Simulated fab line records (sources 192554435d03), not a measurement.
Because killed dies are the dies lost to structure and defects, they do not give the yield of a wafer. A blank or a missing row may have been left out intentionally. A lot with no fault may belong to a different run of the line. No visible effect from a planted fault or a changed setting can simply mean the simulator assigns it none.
A lot that was struck, set against a sound lot    flow n5-finfet    14 steps out of a route of 1938
Sound: these wafers, L702.1, L702.3, L702.6. Struck: wafers L706.3, L706.5. (L706.6 of the same lot was not struck and is left out.) The cause comes at the end.
For every step that has rows: the tool of each side, followed by ch and its chambers, followed by its first start. Under that, the readings that differ: sound wafers    struck wafers    difference of the means    sigmas: that difference in standard deviations of wafers without a fault.
alike: readings whose means differ by less than 2 such deviations, and words and numbers that are the same on both sides. not compared: withheld readings, readings that some wafer has no value for, bounds like >300 that may hide the same value, and numbers for which the record gives no deviation and whose values overlap.
Wherever a step has rows on one side only, a row that says differs or no value, or a row with sigmas, the two part there. Numbers that have no deviation but don't overlap get no sigmas and don't part them. Lack of a reading on every wafer of one side parts them only where that side has two or more wafers.

N5_HKMG_FIN_ETCHBACK_68: etches the open film in Cl2/Ar, stops on HfO2, target depth 0.5 nm.
  sound on rie-metal-01 ch 0,1, day 6 17:35; struck on rie-metal-02 ch 1, day 7 18:14
  alike: drypump-motor-current-A, mfc-cl2-sccm, oes-product-au, throttle-valve-pct
  not compared: rf-hours-counter-h
N5_HKMG_FIN_STRIP_69: strips in N2/H2, time 360 s.
  sound on plasma-asher-02 ch 1, day 6 17:44; struck on plasma-asher-01 ch 0, day 7 18:28
reading             sound        struck   difference  sigmas
heater-power-w (W)  427 422 422  504 502  +79         +2
  alike: drypump-motor-current-A, n2-flow-sccm
  not compared: rf-hours-counter-h
then, 1 step without rows for these wafers: N5_HKMG_FIN_ALD_21 (deposits TiN, target thk 1.5 nm, pulse time 1 s, purge time 3 s).
N5_HKMG_FIN_ALD_72: deposits W, target thk 2 nm, pulse time 1 s, purge time 2 s.
  sound on cvd-w-01 ch 0,1, day 6 18:29; struck on cvd-w-02 ch 0,1, day 7 19:06
  alike: heater-power-w, precursor-pulse-height-rel
then, 5 steps without rows for these wafers: N5_HKMG_FIN_W_FILL_22 (material W, target thk 60 nm, time 18.2 s); N5_HKMG_FIN_PRECLEAN_83 (cleans in DIW, time 57.5 s); N5_HKMG_FIN_SRD_84 (dry time 32 s); N5_HKMG_FIN_CMP_23 (polishes, stops on SiNx, t overpolish 10 s, target thk 46.326 nm); N5_HKMG_FIN_CMP_94 (polishes, stops on SiNx, t overpolish 4.7 s, target thk 43.299 nm).
N5_HKMG_FIN_INSPECT_28: inspects for defects (darkfield).
  sound on defect-inspect-01, day 6 19:22; struck on defect-inspect-01, day 7 19:58
  alike: raw-defect-count
N5_GATE_CUT_ETCHBACK_00: etches W in SF6/Cl2.
  sound on rie-metal-02 ch 0,1, day 6 19:49; struck on rie-metal-02 ch 1, day 7 20:02
  alike: drypump-motor-current-A, mfc-cl2-sccm, oes-product-au, throttle-valve-pct
  not compared: rf-hours-counter-h
N5_GATE_CUT_ETCH_56: etches TiN in Cl2/Ar, target depth 21.6 nm.
  sound on rie-metal-02 ch 0,1, day 6 19:56; struck on rie-metal-02 ch 1, day 7 20:09
reading                      sound              struck       difference  sigmas
drypump-motor-current-A (A)  5.82 6.20 6.16     5.81 5.81    -0.25       -2
mfc-cl2-sccm (sccm)          39.89 39.99 40.04  40.34 40.10  +0.25       +2
rf-fwd-power-W (W)           595.4 597.5 597.3  740.5 739.1  +143.1      +62
model.etch.depth-nm (nm)     21.52 22.05 22.03  25.83 25.85  +3.97       
  alike: oes-product-au, throttle-valve-pct
  not compared: rf-hours-counter-h
N5_GATE_CUT_ETCHBACK_30: etches TiN in Cl2/Ar, target depth 3 nm.
  sound on rie-metal-02 ch 0,1, day 6 20:02; struck on rie-metal-02 ch 1, day 7 20:13
  alike: drypump-motor-current-A, mfc-cl2-sccm, oes-product-au, throttle-valve-pct
  not compared: rf-hours-counter-h
-- here the record skips 6 days between the struck wafers' starts before and after, leaving off in module GATE_CUT and picking up in module BEOL_M4 (first step shown: number 1111 of the route) --
N5_BEOL_M4_RC_MEAS_101:
  sound on prober-01 ch 0, day 12 19:11; struck on prober-01 ch 0, day 13 20:49
  alike: DIBL_N, DIBL_P, IOFF_N, IOFF_P, ION_N, ION_P, SS_N, SS_P, VT_N, VT_P

== WHERE THEY PART ==
Last at N5_GATE_CUT_ETCH_56 as far as this record goes, first at N5_HKMG_FIN_STRIP_69. Later steps at which nothing parts them and some readings are alike: N5_GATE_CUT_ETCHBACK_30, N5_BEOL_M4_RC_MEAS_101.

WHY: whatever the simulator had introduced
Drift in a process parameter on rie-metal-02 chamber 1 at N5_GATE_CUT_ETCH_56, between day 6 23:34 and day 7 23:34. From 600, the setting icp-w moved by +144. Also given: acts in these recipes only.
